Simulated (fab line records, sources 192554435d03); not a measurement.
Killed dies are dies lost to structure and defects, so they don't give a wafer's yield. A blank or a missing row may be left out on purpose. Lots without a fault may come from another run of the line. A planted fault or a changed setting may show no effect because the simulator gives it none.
Chamber matching | flow n5_finfet | N5_GATE_CUT_HM_DEP_46 on pecvd-04: 3 sister chambers
The step deposits SiO2 from TEOS/O2, target thk 130 nm, time 26.6 s. 20 wafers are shown with their chamber, then 10 later ones without.

WAFERS WITH THEIR CHAMBER
wafer  | chamber | throttle_valve_pct (%) | showerhead_plenum_p_Torr (Torr) | heater_power_w (W)
L078.1 | 0       | 20.2                   | 8.38                            | 574
L078.4 | 1       | 17.8                   | 8.34                            | 509
L078.6 | 0       | 20.3                   | 8.36                            | 595
L082.1 | 0       | 20.4                   | 8.36                            | 572
L082.2 | 2       | 17.5                   | 8.34                            | 493
L082.3 | 1       | 18.1                   | 8.34                            | 511
L082.4 | 1       | 17.9                   | 8.35                            | 513
L082.5 | 0       | 20.2                   | 8.39                            | 578
L082.6 | 2       | 17.6                   | 8.33                            | 507
L083.3 | 0       | 20.3                   | 8.37                            | 509
L083.4 | 1       | 17.8                   | 8.35                            | 581
L083.5 | 0       | 20.1                   | 8.36                            | 512
L084.2 | 2       | 17.8                   | 8.34                            | 467
L084.4 | 2       | 17.5                   | 8.33                            | 482
L084.5 | 0       | 20.3                   | 8.37                            | 443
L085.2 | 0       | 20.2                   | 8.38                            | 574
L085.3 | 1       | 17.9                   | 8.34                            | 530
L085.4 | 2       | 17.6                   | 8.32                            | 489
L086.2 | 2       | 17.5                   | 8.32                            | 420
L086.3 | 1       | 17.9                   | 8.34                            | 470

SIGNATURES (means of the wafers above)
reading                  | chamber 0 | chamber 1 | chamber 2 | scatter within a chamber
throttle_valve_pct       | 20.250    | 17.900    | 17.583    | 0.105
showerhead_plenum_p_Torr | 8.3712    | 8.3433    | 8.3300    | 0.00914
heater_power_w           | 544.62    | 519.00    | 476.33    | 42
Rule: a wafer's distance from a chamber is the root of the sum, over the readings, of the square of ((its reading less the chamber's mean) divided by the reading's scatter). The wafer belongs to the nearest chamber; if the next one is less than 2 further off, it can't be placed. The scatter: the root of (the sum of the squares of (reading less its chamber's mean) over the shown wafers, divided by (wafers less chambers)).

WAFERS WITHOUT THEIR CHAMBER
wafer  | throttle_valve_pct (%) | showerhead_plenum_p_Torr (Torr) | heater_power_w (W)
L086.4 | 20.2                   | 8.38                            | 548
L088.1 | 17.7                   | 8.34                            | 484
L088.2 | 17.8                   | 8.35                            | 567
L088.4 | 20.4                   | 8.39                            | 560
L093.3 | 18.2                   | 8.33                            | 554
L093.4 | 17.4                   | 8.32                            | 456
L093.5 | 17.9                   | 8.36                            | 565
L096.2 | 20.4                   | 8.37                            | 545
L096.3 | 17.8                   | 8.32                            | 445
L096.6 | 17.8                   | 8.32                            | 461

WHICH CHAMBER EACH WENT THROUGH
wafer  | from the rows above     | in truth
L086.4 | 0                       | 0
L088.1 | can't be placed: 2 or 1 | 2
L088.2 | 1                       | 1
L088.4 | 0                       | 0
L093.3 | 1                       | 1
L093.4 | 2                       | 2
L093.5 | 1                       | 1
L096.2 | 0                       | 0
L096.3 | can't be placed: 2 or 1 | 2
L096.6 | can't be placed: 2 or 1 | 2
Placed correctly: 7 of 10. Can't be placed from these rows: 3 (the true chamber is among the candidates in 3). Placed wrongly: 0.
